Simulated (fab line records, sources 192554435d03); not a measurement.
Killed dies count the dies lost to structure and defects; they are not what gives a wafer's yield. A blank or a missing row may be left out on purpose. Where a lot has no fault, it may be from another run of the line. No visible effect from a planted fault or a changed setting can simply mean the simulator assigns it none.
Matching of chambers -- flow n5-finfet -- N5_BEOL_M1_PECVD_72 on pecvd-02 has 3 sister chambers
The step deposits SiO2 from TEOS/O2, target thk 16 nm, time 18 s. 6 wafers are shown with their chamber, then 7 later ones without.

== WAFERS PAIRED WITH THEIR CHAMBERS ==
wafer,chamber,throttle-valve-pct (%),showerhead-plenum-p-Torr (Torr)
L081.6,0,23.5,8.75
L093.2,1,22.6,8.69
L093.4,2,20.0,8.85
L093.5,1,22.4,8.69
L095.2,0,23.4,8.74
L095.3,2,19.8,8.84

== WAFERS WITH NO CHAMBER GIVEN ==
wafer,throttle-valve-pct (%),showerhead-plenum-p-Torr (Torr)
L095.5,20.3,8.84
L096.1,20.0,8.85
L096.2,22.4,8.68
L096.3,23.4,8.76
L096.4,20.1,8.86
L096.5,23.3,8.74
L096.6,22.3,8.67

== WHICH CHAMBER EACH WENT THROUGH ==
wafer,from the rows above,in truth
L095.5,2,2
L096.1,2,2
L096.2,1,1
L096.3,0,0
L096.4,2,2
L096.5,0,0
L096.6,1,1
Correctly placed: 7 of 7. From these rows, 0 cannot be placed. Number placed wrongly: 0.
How it was worked out, from the rows above alone: a wafer's distance from a chamber is the root of the sum, over the readings, of the square of ((its reading less the chamber's mean) divided by the reading's scatter). If the next closest chamber is less than 2 further off than the closest, the wafer can't be placed; otherwise it belongs to the closest. For every chamber, the mean is computed from those of its wafers that are shown. The scatter: the root of (the sum of the squares of (reading less its chamber's mean) over the shown wafers, divided by (wafers less chambers)).
